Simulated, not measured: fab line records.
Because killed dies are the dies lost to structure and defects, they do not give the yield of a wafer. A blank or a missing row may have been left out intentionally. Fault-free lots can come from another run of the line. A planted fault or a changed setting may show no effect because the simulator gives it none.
A single fault, viewed from 2 desks    flow n5_finfet    only its own numbers are on each desk; what lay behind them is given at the end

== METROLOGY DESK ==
What the gauges read, lot by lot, whatever tool the lot ran on: means of the sampled wafers that have a number. Any lot whose mean is over 4 standard deviations away from the usual mean is out of limits and marked OUT; that distance is given in the brackets.
Columns: A = M6_ILD_THK at N5_BEOL_M6_THK_MEAS_01, usual 154.7 nm
lot   first seen here  A
L210  day 8 15:47      156.2
L215  day 10 12:02     155.5
L220  day 11 10:22     143.3 (-6.0) OUT
L221  day 11 15:23     147.4
L222  day 11 20:20     147.1
L228  day 13 10:43     152.8
L230  day 13 16:15     153.5
L231  day 14 07:02     155.3
L232  day 14 09:56     152.7
L233  day 14 22:20     153.0
This desk finds L220 out of limits, with the earliest case on L220 at day 11 10:22 (M6_ILD_THK at N5_BEOL_M6_THK_MEAS_01). L210, L215, L221, L222, L228, L230, L231, L232, L233: within limits.

== DESK OF THE TOOL OWNER: pecvd-02 ==
The tool's own readings at N5_BEOL_M6_ILD_DEP_00 (deposits SiCOH lowk from DEMS/porogen, target thk 179.75 nm, time 33.4 s): means of the sampled wafers that have a number, for each lot that ran on this tool. Any lot whose mean is over 4 standard deviations away from the usual mean is out of limits and marked OUT; that distance is given in the brackets.
Columns: A = heater_power_w at N5_BEOL_M6_ILD_DEP_00, usual 306 W; B = showerhead_plenum_p_Torr at N5_BEOL_M6_ILD_DEP_00, usual 5.733 Torr; C = throttle_valve_pct at N5_BEOL_M6_ILD_DEP_00, usual 13.6 %
lot   first seen here  A    B      C
L210  day 8 15:12      254  5.725  13.8
L215  day 10 11:28     261  5.736  13.8
L220  day 11 09:47     284  5.749  14.2
L221  day 11 14:48     310  5.737  14.2
L222  day 11 19:46     314  5.743  14.3
Result from this desk: across the 5 lots, nothing is out of limits.

== ALL TOGETHER ==
On L220, the metrology desk was in a position to raise an alarm at day 11 10:22.
The desk of the tool owner found nothing out of limits.
The tool owner's desk has L220 on record, within its limits.
N5_BEOL_M6_ILD_DEP_00 was run on pecvd-02 by each of the lots named.

== WHAT WAS PUT IN BY THE SIMULATOR ==
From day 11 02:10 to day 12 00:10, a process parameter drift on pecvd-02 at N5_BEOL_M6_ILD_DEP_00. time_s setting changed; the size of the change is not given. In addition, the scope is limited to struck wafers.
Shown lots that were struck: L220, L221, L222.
Hours from the fault's start to each desk's first reading out of limits: the metrology desk, 8.
